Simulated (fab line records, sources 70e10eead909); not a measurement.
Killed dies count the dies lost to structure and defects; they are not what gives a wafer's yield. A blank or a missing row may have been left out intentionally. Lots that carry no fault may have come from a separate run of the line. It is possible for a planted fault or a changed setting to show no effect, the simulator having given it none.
Matching of chambers || flow nandHarc || 4 sister chambers for NHARC_P_M2_DESCUM_14 on rieDiel-10
The step chemistry O2, time 3 s. 7 wafers are shown with their chamber, then 7 later ones without.

== WAFERS, EACH WITH ITS CHAMBER ==
{"wafer": "L902.6", "chamber": 3, "showerheadPlenumPTorr (Torr)": 1.92, "rfVppV (V)": 57.5}
{"wafer": "L905.4", "chamber": 1, "showerheadPlenumPTorr (Torr)": 1.96, "rfVppV (V)": 58.6}
{"wafer": "L913.1", "chamber": 0, "showerheadPlenumPTorr (Torr)": 1.93, "rfVppV (V)": 56.5}
{"wafer": "L913.2", "chamber": 3, "showerheadPlenumPTorr (Torr)": 1.91, "rfVppV (V)": 57.9}
{"wafer": "L913.4", "chamber": 2, "showerheadPlenumPTorr (Torr)": 1.88, "rfVppV (V)": 57.6}
{"wafer": "L920.3", "chamber": 0, "showerheadPlenumPTorr (Torr)": 1.93, "rfVppV (V)": 57.7}
{"wafer": "L920.4", "chamber": 2, "showerheadPlenumPTorr (Torr)": 1.88, "rfVppV (V)": 59.2}

== WAFERS WITHOUT THEIR CHAMBER ==
{"wafer": "L920.6", "showerheadPlenumPTorr (Torr)": 1.91, "rfVppV (V)": 57.1}
{"wafer": "L921.1", "showerheadPlenumPTorr (Torr)": 1.91, "rfVppV (V)": 57.9}
{"wafer": "L921.4", "showerheadPlenumPTorr (Torr)": 1.96, "rfVppV (V)": 56.5}
{"wafer": "L921.6", "showerheadPlenumPTorr (Torr)": 1.96, "rfVppV (V)": 58.4}
{"wafer": "L923.1", "showerheadPlenumPTorr (Torr)": 1.91, "rfVppV (V)": 56.8}
{"wafer": "L923.3", "showerheadPlenumPTorr (Torr)": 1.96, "rfVppV (V)": 59.1}
{"wafer": "L923.4", "showerheadPlenumPTorr (Torr)": 1.93, "rfVppV (V)": 58.4}

== WHICH CHAMBER EACH WENT THROUGH ==
{"wafer": "L920.6", "from the rows above": 3, "in truth": 3}
{"wafer": "L921.1", "from the rows above": 3, "in truth": 3}
{"wafer": "L921.4", "from the rows above": 1, "in truth": 1}
{"wafer": "L921.6", "from the rows above": 1, "in truth": 1}
{"wafer": "L923.1", "from the rows above": 3, "in truth": 3}
{"wafer": "L923.3", "from the rows above": 1, "in truth": 1}
{"wafer": "L923.4", "from the rows above": 0, "in truth": 0}
7 of 7 placed correctly. Number that these rows cannot place: 0. Placed wrongly: 0.
How it was worked out, from the rows above alone: a wafer's distance from a chamber is the root of the sum, over the readings, of the square of ((its reading less the chamber's mean) divided by the reading's scatter). If the next closest chamber is less than 2 further off than the closest, the wafer can't be placed; otherwise it belongs to the closest. For every chamber, the mean is computed from those of its wafers that are shown. The scatter: take each reading less its chamber's mean, square it, sum over the shown wafers, divide by the number of wafers less the number of chambers, and take the root.
